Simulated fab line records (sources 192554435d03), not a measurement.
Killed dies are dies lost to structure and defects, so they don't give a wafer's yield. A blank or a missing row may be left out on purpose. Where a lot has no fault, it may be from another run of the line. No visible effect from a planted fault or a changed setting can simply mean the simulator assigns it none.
fab line records | flow n5Finfet
[record] lots = 7 | wafers = 39
route steps=1938 shown SD_EPI_N@288 SD_EPI_P@307 SD_ACTIVATION@330 GATE_CUT@469
startH: hours from the record's first day to the start of the lot's first wafer shown | waitH: hours since the lot's step before | " repeats the value in the row above | L1.1+2: one row covering several wafers at once | - no value, or no start was given | * or withheld: withheld | < > ~ a bound
route shown NAME@n: NAME is a module with steps in the file, n the number in the route of the first one | usual: the fault-free wafers' mean and standard deviation | same: alike in all rows | chamber/n: place in a boat | sites: readings site by site | _std_site: standard deviation of those values | _edge_site: outer sites' mean less inner sites' | radiusMm: how far each site lies from the wafer's centre | mask NAME#n: copy n | behind: the most recent tool/chamber to have shaped the wafer | hold: cause of the lot's hold/its duration in hours/its outcome | device: names the non-switching transistor (n, p or np) | end of line: at the end of the route, the tests of the same wafers | a step without rows: its recipe alone | killed: at the first sort, the dies lost to defects and structure; wafer yield is something else | map: the dies of a wafer, with x for killed, . for not killed, _ for no die there
set.NAME: the setting the step ran with; set.NAME@STEP: the setting that earlier step ran with | model.NAME: the simulator's own value behind a step, which no gauge read
one table per step and one row per wafer, for lots whose settings were changed on purpose
[[steps]]
[step N5_SD_EPI_N_EPI_21]
[recipe] material = Si:P | dopant = P | tempC = 680 | pressureTorr = 255 | timeS = 690
lot.wafer  | tool        | chamber | startH | waitH | set.tempC | model.Si-P_of_SD_EPI_N_EPI_21.thkNm
L076.1     | epiRpcvd-03 | 0       | 63.22  | 0.2   | 680       | 58.4
L076.2     | "           | 0       | "      | "     | 680       | 58.8
L076.3     | "           | 0       | "      | "     | 680       | 58.6
L076.4+5+6 | "           | 0       | "      | "     | 680       | 58
L078.1     | epiRpcvd-02 | 0       | 74.76  | 0.1   | 680       | 59.4
L078.2     | "           | 0       | "      | "     | 676.9     | 55.8
L078.3     | "           | 0       | "      | "     | 676.9     | 56.6
L078.4     | "           | 0       | "      | "     | 680       | 60.4
L078.5     | "           | 0       | "      | "     | 676.9     | 56
L078.6     | "           | 0       | "      | "     | 680       | 58.8
L085.1     | epiRpcvd-02 | 0       | 117.04 | 0.2   | 680       | 59.4
L085.2     | "           | 0       | "      | "     | 674.8     | 54
L085.3     | "           | 0       | "      | "     | 680       | 59
L085.4     | "           | 0       | "      | "     | 680       | 59.6
L085.5     | "           | 0       | "      | "     | 674.8     | 54.6
L085.6     | "           | 0       | "      | "     | 674.8     | 53.8
L089.1+3   | epiRpcvd-03 | 0       | 142.65 | 0.1   | 680       | 59.4
L089.2     | "           | 0       | "      | "     | 676.5     | 55.8
L089.4     | "           | 0       | "      | "     | 680       | 59.2
L089.5+6   | "           | 0       | "      | "     | 676.5     | 55.4
L093.1+6   | epiRpcvd-04 | 0       | 164.38 | 0.1   | 680       | 59
L093.2     | "           | 0       | "      | "     | 676.8     | 56.4
L093.3     | "           | 0       | "      | "     | 680       | 58.2
L093.4     | "           | 0       | "      | "     | 676.8     | 55.8
L093.5     | "           | 0       | "      | "     | 676.8     | 55.2
L094.1+4   | epiRpcvd-03 | 0       | 170.31 | 0.2   | 680       | 59
L094.2     | "           | 0       | "      | "     | 680       | 59.4
L094.3     | "           | 0       | "      | "     | 683.1     | 63.6
L094.5     | "           | 0       | "      | "     | 683.1     | 62.2
L094.6     | "           | 0       | "      | "     | 683.1     | 62.4
L097.3     | epiRpcvd-03 | 0       | 188.55 | 0.9   | 680       | 59.8
L097.4     | "           | 0       | "      | "     | 680       | 59
L097.5     | "           | 0       | "      | "     | 680       | 59.4
[step N5_SD_EPI_N_EPI_MEAS_23]
[recipe] mode = xrd
[usual] thkNm = 58.8/1.2
lot.wafer | tool         | chamber | startH | waitH | set.tempC@SD_EPI_N_EPI_21 | thkNm
L076.1    | filmMetro-02 | -       | 65.51  | 1.9   | 680                       | 60.5
L076.2    | "            | -       | "      | "     | 680                       | 57.8
L076.3    | "            | -       | "      | "     | 680                       | 58.9
L076.4    | "            | -       | "      | "     | 680                       | 59.4
L076.5    | "            | -       | "      | "     | 680                       | 58.5
L076.6    | "            | -       | "      | "     | 680                       | 58.4
L078.1    | filmMetro-01 | -       | 76.48  | 1.4   | 680                       | 59.1
L078.2    | "            | -       | "      | "     | 676.9                     | 55.7
L078.3    | "            | -       | "      | "     | 676.9                     | 56.6
L078.4    | "            | -       | "      | "     | 680                       | 60.6
L078.5    | "            | -       | "      | "     | 676.9                     | 56.9
L078.6    | "            | -       | "      | "     | 680                       | 60.1
L085.1    | filmMetro-01 | -       | 119.32 | 1.9   | 680                       | 58.9
L085.2    | "            | -       | "      | "     | 674.8                     | 54.4
L085.3    | "            | -       | "      | "     | 680                       | 58.1
L085.4    | "            | -       | "      | "     | 680                       | 60.5
L085.5    | "            | -       | "      | "     | 674.8                     | 54.7
L085.6    | "            | -       | "      | "     | 674.8                     | 54.1
L089.1    | filmMetro-01 | -       | 144.37 | 1.4   | 680                       | 58.9
L089.2    | "            | -       | "      | "     | 676.5                     | 55.0
L089.3    | "            | -       | "      | "     | 680                       | 59.1
L089.4    | "            | -       | "      | "     | 680                       | 58.1
L089.5    | "            | -       | "      | "     | 676.5                     | 55.7
L089.6    | "            | -       | "      | "     | 676.5                     | 55.5
L093.1    | filmMetro-01 | -       | 166.10 | 1.4   | 680                       | 58.2
L093.2    | "            | -       | "      | "     | 676.8                     | 56.2
L093.3    | "            | -       | "      | "     | 680                       | 59.5
L093.4    | "            | -       | "      | "     | 676.8                     | 57.5
L093.5    | "            | -       | "      | "     | 676.8                     | 55.1
L093.6    | "            | -       | "      | "     | 680                       | 58.3
L094.1    | filmMetro-01 | -       | 172.59 | 1.9   | 680                       | 57.9
L094.2    | "            | -       | "      | "     | 680                       | 59.7
L094.3    | "            | -       | "      | "     | 683.1                     | 64.3
L094.4    | "            | -       | "      | "     | 680                       | 57.8
L094.5    | "            | -       | "      | "     | 683.1                     | 62.0
L094.6    | "            | -       | "      | "     | 683.1                     | 63.0
L097.3    | filmMetro-02 | -       | 190.08 | 1.2   | 680                       | 59.8
L097.4    | "            | -       | "      | "     | 680                       | 60.1
L097.5    | "            | -       | "      | "     | 680                       | 58.4
[step N5_SD_EPI_N_PRECLEAN_24]
[recipe] chemistry = O3/DIW | timeS = 60 | tempC = 22 | o3Ppm = 10
lot.wafer  | tool        | chamber | startH | waitH | set.tempC@SD_EPI_N_EPI_21 | model.Si-P_of_SD_EPI_N_EPI_21.thkNm
L076.1     | wetBench-01 | 5       | 65.55  | 0.0   | 680                       | 58
L076.2+3   | "           | 3,6     | "      | "     | 680                       | 58.4
L076.4+5+6 | "           | 4,0,7   | "      | "     | 680                       | 57.6
L078.1     | wetBench-03 | 0       | 76.51  | 0.0   | 680                       | 59
L078.2     | "           | 4       | "      | "     | 676.9                     | 55.4
L078.3     | "           | 1       | "      | "     | 676.9                     | 56.2
L078.4     | "           | 5       | "      | "     | 680                       | 60
L078.5     | "           | 2       | "      | "     | 676.9                     | 55.6
L078.6     | "           | 3       | "      | "     | 680                       | 58.4
L085.1     | wetBench-04 | 1       | 119.36 | 0.0   | 680                       | 59
L085.2     | "           | 6       | "      | "     | 674.8                     | 53.8
L085.3     | "           | 5       | "      | "     | 680                       | 58.6
L085.4     | "           | 2       | "      | "     | 680                       | 59.2
L085.5     | "           | 7       | "      | "     | 674.8                     | 54.2
L085.6     | "           | 0       | "      | "     | 674.8                     | 53.4
L089.1+3   | wetBench-01 | 4,6     | 144.47 | 0.1   | 680                       | 59
L089.2     | "           | 3       | "      | "     | 676.5                     | 55.4
L089.4     | "           | 2       | "      | "     | 680                       | 58.8
L089.5     | "           | 1       | "      | "     | 676.5                     | 55
L089.6     | "           | 5       | "      | "     | 676.5                     | 55.2
L093.1+6   | wetBench-04 | 7,4     | 166.13 | 0.0   | 680                       | 58.6
L093.2     | "           | 0       | "      | "     | 676.8                     | 56
L093.3     | "           | 1       | "      | "     | 680                       | 57.8
L093.4     | "           | 5       | "      | "     | 676.8                     | 55.4
L093.5     | "           | 6       | "      | "     | 676.8                     | 54.8
L094.1+4   | wetBench-03 | 2,3     | 172.62 | 0.0   | 680                       | 58.6
L094.2     | "           | 7       | "      | "     | 680                       | 59
L094.3     | "           | 6       | "      | "     | 683.1                     | 63.2
L094.5     | "           | 5       | "      | "     | 683.1                     | 61.8
L094.6     | "           | 4       | "      | "     | 683.1                     | 62
L097.3     | wetBench-03 | 5       | 190.12 | 0.0   | 680                       | 59.4
L097.4     | "           | 0       | "      | "     | 680                       | 58.6
L097.5     | "           | 3       | "      | "     | 680                       | 59
[step N5_SD_EPI_P_ETCH_36]
[recipe] chemistry = CF4 | target = SiARC | targetDepthA = 455 | maskMaterial = CAR-ArF-block | timeS = 75.8 | ionEnergyEv = 80 | pressureMtorr = 40 | sourceW = 545 | biasW = 36 | Ar_flow_sccm = 100 | cf4FlowSccm = 100 | ends = cleared
[usual] rfVppV = 184.5/1.1
lot.wafer | tool       | chamber | startH | waitH | set.biasW | rfVppV
L076.1    | rieDiel-06 | 3       | 66.46  | 0.0   | 40.97     | 200.2
L076.2    | "          | 2       | "      | "     | 36        | 183.2
L076.3    | "          | 0       | "      | "     | 40.97     | 199.1
L076.4    | "          | 1       | "      | "     | 36        | 183.8
L076.5    | "          | 2       | "      | "     | 36        | 185.7
L076.6    | "          | 3       | "      | "     | 40.97     | 199.1
L078.1    | rieDiel-03 | 0       | 77.56  | 0.0   | 31.67     | 170.8
L078.2    | "          | 3       | "      | "     | 31.67     | 169.8
L078.3    | "          | 2       | "      | "     | 36        | 184.6
L078.4    | "          | 1       | "      | "     | 36        | 184.6
L078.5    | "          | 2       | "      | "     | 36        | 184.8
L078.6    | "          | 3       | "      | "     | 31.67     | 170.7
L085.1    | rieDiel-05 | 0       | 120.68 | 0.0   | 42.67     | 205.7
L085.2    | "          | 3       | "      | "     | 42.67     | 206.4
L085.3    | "          | 2       | "      | "     | 42.67     | 203.7
L085.4    | "          | 1       | "      | "     | 36        | 184.8
L085.5    | "          | 1       | "      | "     | 36        | 183.7
L085.6    | "          | 2       | "      | "     | 36        | 182.9
L089.1    | rieDiel-06 | 1       | 145.51 | 0.0   | 36        | 184.8
L089.2    | "          | 2       | "      | "     | 40.39     | 197.7
L089.3    | "          | 0       | "      | "     | 36        | 183.2
L089.4    | "          | 3       | "      | "     | 40.39     | 197.1
L089.5    | "          | 0       | "      | "     | 40.39     | 198.2
L089.6    | "          | 1       | "      | "     | 36        | 183.3
L093.1    | rieDiel-03 | 3       | 167.21 | 0.0   | 36        | 181.3
L093.2    | "          | 2       | "      | "     | 36        | 185.8
L093.3    | "          | 1       | "      | "     | 40.3      | 199.7
L093.4    | "          | 0       | "      | "     | 36        | 184.5
L093.5    | "          | 0       | "      | "     | 40.3      | 199.2
L093.6    | "          | 3       | "      | "     | 40.3      | 196.9
L094.1    | rieDiel-06 | 0       | 174.11 | 0.0   | 36        | 182.7
L094.2    | "          | 1       | "      | "     | 36        | 184.7
L094.3    | "          | 3       | "      | "     | 36        | 183.2
L094.4    | "          | 0       | "      | "     | 36        | 184.5
L094.5    | "          | 1       | "      | "     | 36        | 185.4
L094.6    | "          | 3       | "      | "     | 36        | 184.3
L097.3    | rieDiel-03 | 1       | 191.36 | 0.0   | 36        | 184.1
L097.4    | "          | 2       | "      | "     | 36        | 185.1
L097.5    | "          | 0       | "      | "     | 36        | 184.0
[step N5_SD_EPI_P_ETCH_37]
[recipe] chemistry = N2/H2 | target = SOC | overetchA = 1080 | maskMaterial = SiARC | tempC = 40 | ionEnergyEv = 100 | sourceW = 3000 | biasW = 133 | pressureMtorr = 20 | timeS = 486 | n2FlowSccm = 200 | h2FlowSccm = 200 | ends = endPoint
[step N5_SD_EPI_P_STRIP_38]
[recipe] chemistry = N2/H2 | tempC = 40 | n2FlowSccm = 200 | h2FlowSccm = 200 | rfFrequencyHz = 6e+07
[step N5_SD_EPI_P_HM_STRIP_48]
[recipe] chemistry = H3PO4 | tempC = 160 | material = SiNx | target = SiNx | targetDepthA = 30 | overetchFraction = 0.3
[step N5_SD_EPI_P_SRD_49]
[recipe] dry = ipaMarangoni | timeS = 30 | tempC = 23 | rinseLiquid = diw
[step N5_SD_EPI_P_PRECLEAN_24]
[recipe] chemistry = O3/DIW | timeS = 45 | tempC = 22 | o3Ppm = 10
lot.wafer  | tool        | chamber | startH | waitH | set.tempC@SD_EPI_N_EPI_21 | model.Si-P_of_SD_EPI_N_EPI_21.thkNm
L076.1     | wetBench-05 | 4       | 70.09  | 0.0   | 680                       | 57.4
L076.2     | "           | 6       | "      | "     | 680                       | 58
L076.3     | "           | 2       | "      | "     | 680                       | 57.8
L076.4+5+6 | "           | 5,1,3   | "      | "     | 680                       | 57.2
L078.1     | wetBench-06 | 2       | 81.24  | 0.0   | 680                       | 58.6
L078.2     | "           | 4       | "      | "     | 676.9                     | 55
L078.3     | "           | 7       | "      | "     | 676.9                     | 55.8
L078.4     | "           | 5       | "      | "     | 680                       | 59.6
L078.5     | "           | 6       | "      | "     | 676.9                     | 55.2
L078.6     | "           | 3       | "      | "     | 680                       | 58
L085.1     | wetBench-02 | 1       | 124.37 | 0.0   | 680                       | 58.6
L085.2     | "           | 3       | "      | "     | 674.8                     | 53.4
L085.3     | "           | 2       | "      | "     | 680                       | 58.2
L085.4     | "           | 5       | "      | "     | 680                       | 58.8
L085.5     | "           | 4       | "      | "     | 674.8                     | 53.8
L085.6     | "           | 6       | "      | "     | 674.8                     | 53
L089.1     | wetBench-05 | 6       | 149.14 | 0.0   | 680                       | 58.6
L089.2     | "           | 3       | "      | "     | 676.5                     | 55
L089.3+4   | "           | 1,4     | "      | "     | 680                       | 58.4
L089.5     | "           | 2       | "      | "     | 676.5                     | 54.6
L089.6     | "           | 5       | "      | "     | 676.5                     | 54.8
L093.1+6   | wetBench-06 | 4,0     | 170.93 | 0.0   | 680                       | 58.2
L093.2     | "           | 3       | "      | "     | 676.8                     | 55.6
L093.3     | "           | 6       | "      | "     | 680                       | 57.4
L093.4     | "           | 7       | "      | "     | 676.8                     | 55
L093.5     | "           | 5       | "      | "     | 676.8                     | 54.4
L094.1+4   | wetBench-06 | 4,6     | 178.57 | 0.0   | 680                       | 58.2
L094.2     | "           | 7       | "      | "     | 680                       | 58.6
L094.3     | "           | 5       | "      | "     | 683.1                     | 62.8
L094.5     | "           | 0       | "      | "     | 683.1                     | 61.2
L094.6     | "           | 3       | "      | "     | 683.1                     | 61.4
L097.3     | wetBench-06 | 4       | 195.83 | 0.0   | 680                       | 59
L097.4     | "           | 0       | "      | "     | 680                       | 58.2
L097.5     | "           | 6       | "      | "     | 680                       | 58.6
[step N5_SD_EPI_P_PRECLEAN_32]
[recipe] chemistry = dHF | timeS = 10 | dilution = 500:1 | tempC = 25
[step N5_SD_EPI_P_PRECLEAN_33]
[recipe] chemistry = SC2 | timeS = 45 | tempC = 35 | mix = 1:1:50
[step N5_SD_ACTIVATION_RTA_00]
[recipe] tempC = 975 | timeS = 0 | ambient = N2 | idleTempC = 600 | rampUpCPerS = 150 | rampDownCPerS = 60 | coolToC = 600
[step N5_SD_ACTIVATION_LSA_01]
[recipe] tempC = 1080 | timeS = 0.0008 | ambient = N2
[step N5_SD_ACTIVATION_RS_MEAS_03]
[recipe] thkMeasGauge = four-point-probe
[usual] RS_SD_N = 21.99/0.26 | RS_SD_P = 56.2/0.95
lot.wafer | tool         | chamber | startH | waitH | set.tempC@SD_EPI_N_EPI_21 | RS_SD_N[ohm/sq] | RS_SD_P[ohm/sq]
L076.1    | filmMetro-02 | -       | 70.61  | 0.2   | 680                       | 22.16           | 57.0
L076.2    | "            | -       | "      | "     | 680                       | 22.18           | 57.2
L076.3    | "            | -       | "      | "     | 680                       | 22.17           | 55.3
L076.4    | "            | -       | "      | "     | 680                       | 22.34           | 55.4
L076.5    | "            | -       | "      | "     | 680                       | 22.18           | 56.8
L076.6    | "            | -       | "      | "     | 680                       | 22.26           | 56.1
L078.1    | filmMetro-02 | -       | 81.74  | 0.2   | 680                       | 21.87           | 56.8
L078.2    | "            | -       | "      | "     | 676.9                     | 23.24           | 57.1
L078.3    | "            | -       | "      | "     | 676.9                     | 22.89           | 57.4
L078.4    | "            | -       | "      | "     | 680                       | 21.49           | 57.0
L078.5    | "            | -       | "      | "     | 676.9                     | 23.09           | 57.9
L078.6    | "            | -       | "      | "     | 680                       | 21.86           | 56.8
L085.1    | filmMetro-01 | -       | 124.88 | 0.2   | 680                       | 21.61           | 58.3
L085.2    | "            | -       | "      | "     | 674.8                     | 23.74           | 57.9
L085.3    | "            | -       | "      | "     | 680                       | 21.97           | 57.1
L085.4    | "            | -       | "      | "     | 680                       | 21.80           | 56.9
L085.5    | "            | -       | "      | "     | 674.8                     | 23.61           | 56.7
L085.6    | "            | -       | "      | "     | 674.8                     | 23.92           | 57.4
L089.1    | filmMetro-01 | -       | 149.64 | 0.2   | 680                       | 21.56           | 56.6
L089.2    | "            | -       | "      | "     | 676.5                     | 23.02           | 57.3
L089.3    | "            | -       | "      | "     | 680                       | 21.64           | 56.4
L089.4    | "            | -       | "      | "     | 680                       | 21.56           | 56.7
L089.5    | "            | -       | "      | "     | 676.5                     | 23.09           | 55.6
L089.6    | "            | -       | "      | "     | 676.5                     | 23.09           | 56.4
L093.1    | filmMetro-01 | -       | 171.69 | 0.2   | 680                       | 21.73           | 56.2
L093.2    | "            | -       | "      | "     | 676.8                     | 22.73           | 55.3
L093.3    | "            | -       | "      | "     | 680                       | 22.21           | 55.8
L093.4    | "            | -       | "      | "     | 676.8                     | 23.03           | 55.9
L093.5    | "            | -       | "      | "     | 676.8                     | 23.27           | 55.3
L093.6    | "            | -       | "      | "     | 680                       | 21.78           | 54.3
L094.1    | filmMetro-01 | -       | 179.08 | 0.2   | 680                       | 21.83           | 56.6
L094.2    | "            | -       | "      | "     | 680                       | 21.84           | 57.2
L094.3    | "            | -       | "      | "     | 683.1                     | 20.42           | 57.7
L094.4    | "            | -       | "      | "     | 680                       | 22.05           | 56.4
L094.5    | "            | -       | "      | "     | 683.1                     | 20.89           | 57.8
L094.6    | "            | -       | "      | "     | 683.1                     | 20.62           | 56.9
L097.3    | filmMetro-02 | -       | 196.38 | 0.2   | 680                       | 21.82           | 55.3
L097.4    | "            | -       | "      | "     | 680                       | 22.08           | 55.9
L097.5    | "            | -       | "      | "     | 680                       | 21.95           | 55.9
[step N5_GATE_CUT_ETCH_58]
[recipe] chemistry = CH3F/O2 | target = SiNx | targetDepthA = 170 | timeS = 128.6 | ionEnergyEv = 50 | pressureMtorr = 30 | sourceW = 415 | biasW = 21 | Ar_flow_sccm = 150 | CH3F_flow_sccm = 30 | O2_flow_sccm = 20
[usual] rfVppV = 99.2/0.9
lot.wafer | tool       | chamber | startH | waitH | set.biasW | rfVppV
L076.1    | rieDiel-05 | 2       | 92.48  | 0.0   | 21        | 98.5
L076.2    | "          | 0       | "      | "     | 21        | 99.8
L076.3    | "          | 1       | "      | "     | 21        | 100.4
L076.4    | "          | 1       | "      | "     | 21        | 99.8
L076.5    | "          | 2       | "      | "     | 21        | 98.0
L076.6    | "          | 0       | "      | "     | 21        | 101.2
L078.1    | rieDiel-05 | 1       | 104.25 | 0.0   | 24.12     | 109.2
L078.2    | "          | 2       | "      | "     | 21        | 98.7
L078.3    | "          | 0       | "      | "     | 24.12     | 108.4
L078.4    | "          | 1       | "      | "     | 21        | 99.9
L078.5    | "          | 0       | "      | "     | 21        | 98.3
L078.6    | "          | 2       | "      | "     | 24.12     | 108.0
L085.1    | rieDiel-03 | 3       | 145.76 | 0.1   | 21        | 98.1
L085.2    | "          | 2       | "      | "     | 21        | 99.7
L085.3    | "          | 1       | "      | "     | 21        | 98.5
L085.4    | "          | 0       | "      | "     | 21        | 98.7
L085.5    | "          | 0       | "      | "     | 21        | 99.2
L085.6    | "          | 3       | "      | "     | 21        | 98.8
L089.1    | rieDiel-03 | 1       | 171.97 | 0.0   | 21        | 100.2
L089.2    | "          | 3       | "      | "     | 21        | 99.4
L089.3    | "          | 2       | "      | "     | 21        | 101.4
L089.4    | "          | 0       | "      | "     | 21        | 100.5
L089.5    | "          | 3       | "      | "     | 21        | 100.4
L089.6    | "          | 2       | "      | "     | 21        | 98.7
L093.1    | rieDiel-05 | 3       | 194.32 | 0.0   | 19.79     | 95.3
L093.2    | "          | 1       | "      | "     | 21        | 99.4
L093.3    | "          | 0       | "      | "     | 19.79     | 96.7
L093.4    | "          | 2       | "      | "     | 19.79     | 94.2
L093.5    | "          | 2       | "      | "     | 21        | 99.4
L093.6    | "          | 1       | "      | "     | 21        | 99.4
L094.1    | rieDiel-05 | 2       | 200.73 | 0.1   | 24.81     | 108.3
L094.2    | "          | 0       | "      | "     | 21        | 97.5
L094.3    | "          | 1       | "      | "     | 24.81     | 111.2
L094.4    | "          | 2       | "      | "     | 21        | 97.8
L094.5    | "          | 1       | "      | "     | 24.81     | 111.0
L094.6    | "          | 0       | "      | "     | 21        | 99.8
L097.3    | rieDiel-03 | 2       | 218.86 | 0.0   | 21        | 100.4
L097.4    | "          | 1       | "      | "     | 21        | 98.3
L097.5    | "          | 0       | "      | "     | 21        | 98.5
[[key]]
[split] step = N5_SD_EPI_N_EPI_21 | setting = tempC | stated = 680 | by = wafer
[response] step = N5_SD_EPI_N_EPI_21 | reading = model.Si-P_of_SD_EPI_N_EPI_21.thkNm | change = +7.06 | per = 1% | r = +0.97
[response] step = N5_SD_EPI_N_EPI_MEAS_23 | reading = thkNm | change = * | per = 1% | r = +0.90
[response] step = N5_SD_EPI_N_PRECLEAN_24 | reading = model.Si-P_of_SD_EPI_N_EPI_21.thkNm | change = +7.01 | per = 1% | r = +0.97
[response] step = N5_SD_EPI_P_PRECLEAN_24 | reading = model.Si-P_of_SD_EPI_N_EPI_21.thkNm | change = +6.94 | per = 1% | r = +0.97
[response] step = N5_SD_ACTIVATION_RS_MEAS_03 | reading = RS_SD_N | change = -2.67 | per = 1% | r = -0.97
[split] step = N5_SD_EPI_P_ETCH_36 | setting = biasW | stated = 36 | by = wafer
[response] step = N5_SD_EPI_P_ETCH_36 | reading = rfVppV | change = +1.16 | per = 1% | r = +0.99
[split] step = N5_GATE_CUT_ETCH_58 | setting = biasW | stated = 21 | by = wafer
[response] step = N5_GATE_CUT_ETCH_58 | reading = rfVppV | change = +0.651 | per = 1% | r = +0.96
